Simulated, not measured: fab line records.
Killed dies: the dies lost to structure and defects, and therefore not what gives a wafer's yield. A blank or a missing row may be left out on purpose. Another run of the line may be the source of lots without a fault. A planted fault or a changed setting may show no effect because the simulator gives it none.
Lot-split experiment :: flow n5_finfet :: 21 wafers read from 7 lots, route of 1938 steps

== THE SPLIT ==
At N5_PASSIVATION_ETCH_54 (etches SiO2 in CHF3/O2, target depth 880 nm, time 440 s), the setting time_s was moved away from the recipe's 440 s on 4 of the 21 wafers read, by -13.1% to +14.9%. This setting was run at the recipe's value on the other wafers.

Reading taken at the split's own step.

== THE READING ==
etch.depth_nm (the simulator's own value, which no gauge read), in nm, at N5_PASSIVATION_ETCH_54 (etches SiO2 in CHF3/O2, target depth 880 nm, time 440 s). The file gives no usual value for it. Average 884.8 nm, standard deviation 13 nm, over the 17 wafers here run with the recipe.

wafer: L075.2
tool, chamber at the split: rie_diel-03, 2
time_s as run, s: 382.2
against the recipe: -13.1%
etch.depth_nm, nm: 749.3
against lot-mates on the recipe: -126.0

wafer: L075.4
tool, chamber at the split: rie_diel-03, 2
time_s as run, s: 440
against the recipe: recipe
etch.depth_nm, nm: 861.7
against lot-mates on the recipe: -

wafer: L075.6
tool, chamber at the split: rie_diel-03, 3
time_s as run, s: 440
against the recipe: recipe
etch.depth_nm, nm: 888.9
against lot-mates on the recipe: -

wafer: L074.1
tool, chamber at the split: rie_diel-05, 3
time_s as run, s: 487.9
against the recipe: +10.9%
etch.depth_nm, nm: 997.4
against lot-mates on the recipe: +124.7

wafer: L074.2
tool, chamber at the split: rie_diel-05, 0
time_s as run, s: 440
against the recipe: recipe
etch.depth_nm, nm: 872.7
against lot-mates on the recipe: -

wafer: L074.4
tool, chamber at the split: rie_diel-05, 1
time_s as run, s: 487.9
against the recipe: +10.9%
etch.depth_nm, nm: 963
against lot-mates on the recipe: +90.3

wafer: L085.2
tool, chamber at the split: rie_diel-01, 1
time_s as run, s: 440
against the recipe: recipe
etch.depth_nm, nm: 890.3
against lot-mates on the recipe: -

wafer: L085.4
tool, chamber at the split: rie_diel-01, 3
time_s as run, s: 440
against the recipe: recipe
etch.depth_nm, nm: 893.4
against lot-mates on the recipe: -

wafer: L085.5
tool, chamber at the split: rie_diel-01, 1
time_s as run, s: 440
against the recipe: recipe
etch.depth_nm, nm: 880.3
against lot-mates on the recipe: -

wafer: L082.2
tool, chamber at the split: rie_diel-03, 2
time_s as run, s: 440
against the recipe: recipe
etch.depth_nm, nm: 858.7
against lot-mates on the recipe: -

wafer: L082.3
tool, chamber at the split: rie_diel-03, 1
time_s as run, s: 440
against the recipe: recipe
etch.depth_nm, nm: 899.8
against lot-mates on the recipe: -

wafer: L082.4
tool, chamber at the split: rie_diel-03, 1
time_s as run, s: 440
against the recipe: recipe
etch.depth_nm, nm: 898
against lot-mates on the recipe: -

wafer: L088.2
tool, chamber at the split: rie_diel-01, 1
time_s as run, s: 440
against the recipe: recipe
etch.depth_nm, nm: 897.2
against lot-mates on the recipe: -

wafer: L088.4
tool, chamber at the split: rie_diel-01, 1
time_s as run, s: 440
against the recipe: recipe
etch.depth_nm, nm: 892.3
against lot-mates on the recipe: -

wafer: L088.6
tool, chamber at the split: rie_diel-01, 3
time_s as run, s: 440
against the recipe: recipe
etch.depth_nm, nm: 883.1
against lot-mates on the recipe: -

wafer: L091.1
tool, chamber at the split: rie_diel-01, 1
time_s as run, s: 505.7
against the recipe: +14.9%
etch.depth_nm, nm: 1009
against lot-mates on the recipe: +117.7

wafer: L091.2
tool, chamber at the split: rie_diel-01, 2
time_s as run, s: 440
against the recipe: recipe
etch.depth_nm, nm: 894.8
against lot-mates on the recipe: -

wafer: L091.6
tool, chamber at the split: rie_diel-01, 3
time_s as run, s: 440
against the recipe: recipe
etch.depth_nm, nm: 887.9
against lot-mates on the recipe: -

wafer: L097.2
tool, chamber at the split: rie_diel-03, 2
time_s as run, s: 440
against the recipe: recipe
etch.depth_nm, nm: 857.9
against lot-mates on the recipe: -

wafer: L097.4
tool, chamber at the split: rie_diel-03, 0
time_s as run, s: 440
against the recipe: recipe
etch.depth_nm, nm: 892.8
against lot-mates on the recipe: -

wafer: L097.5
tool, chamber at the split: rie_diel-03, 0
time_s as run, s: 440
against the recipe: recipe
etch.depth_nm, nm: 891.7
against lot-mates on the recipe: -

THE FIT
A straight line over all 21 wafers: etch.depth_nm changes by +9.09 nm for each +1% of time_s; r = +0.96; the points scatter about the line by 15 nm.
The same after taking each lot's own level away (the mean of its wafers on the recipe; 21 wafers): +9.11 nm for each +1%; r = +0.97; scatter 14 nm.
According to that fit, moving time_s by its largest amount changes the reading by 1.4e+02 nm.
Measured against the standard deviation above, the lots' own levels, which go from 872.70 to 891.35 nm, span 1.4 times it.
So the lot-to-lot level changes the slope little: the two slopes agree.
Check: +146 nm against its lot-mates is what the line predicts for one of the wafers moved furthest among these (+14.9%) when that wafer is left out of the fit. It came out at +118 nm against them.

== ADDITIONAL SPLITS CARRIED BY THESE WAFERS ==
Note: prior to the reading, these wafers also went through further splits. Each is held against what the fit with the lots' levels taken away leaves over:
other split on the same wafers: N5_BEOL_M13_EXPOSE_07 dose_mj
wafers away from the commonest value: 5
r with etch.depth_nm (lot level and that fit taken away): -0.46

other split on the same wafers: N5_BEOL_M14_TRENCH_ETCH_34 time_s
wafers away from the commonest value: 4
r with etch.depth_nm (lot level and that fit taken away): +0.02

other split on the same wafers: N5_BEOL_M14_SPUTTER_45 power_w
wafers away from the commonest value: 8
r with etch.depth_nm (lot level and that fit taken away): -0.10

other split on the same wafers: N5_BEOL_M15_PEB_26 peb_temp_c
wafers away from the commonest value: 7
r with etch.depth_nm (lot level and that fit taken away): -0.16

other split on the same wafers: N5_PASSIVATION_ETCH_59 time_s
wafers away from the commonest value: 4
r with etch.depth_nm (lot level and that fit taken away): -0.39

other split on the same wafers: N5_PASSIVATION_PASS_ETCH_47 source_w
wafers away from the commonest value: 6
r with etch.depth_nm (lot level and that fit taken away): +0.17

== THE WHOLE CHAIN: every reading that the file lists as answering this split, in the file's order ==
step: N5_PASSIVATION_ETCH_54
what it does: etches SiO2 in CHF3/O2, target depth 880 nm, time 440 s
reading: PASSIVATION.feature_depth_nm (the simulator's own value, which no gauge read)
change (the file's fit): +8.92 nm for each +1% of the setting
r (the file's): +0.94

step: N5_PASSIVATION_ETCH_54
what it does: etches SiO2 in CHF3/O2, target depth 880 nm, time 440 s
reading: etch.depth_nm (the simulator's own value, which no gauge read)
change (the file's fit): +8.92 nm for each +1% of the setting
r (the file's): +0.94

== FILE'S OWN FIT ==
etch.depth_nm changes by +8.92 nm for each +1% of time_s, r = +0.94.
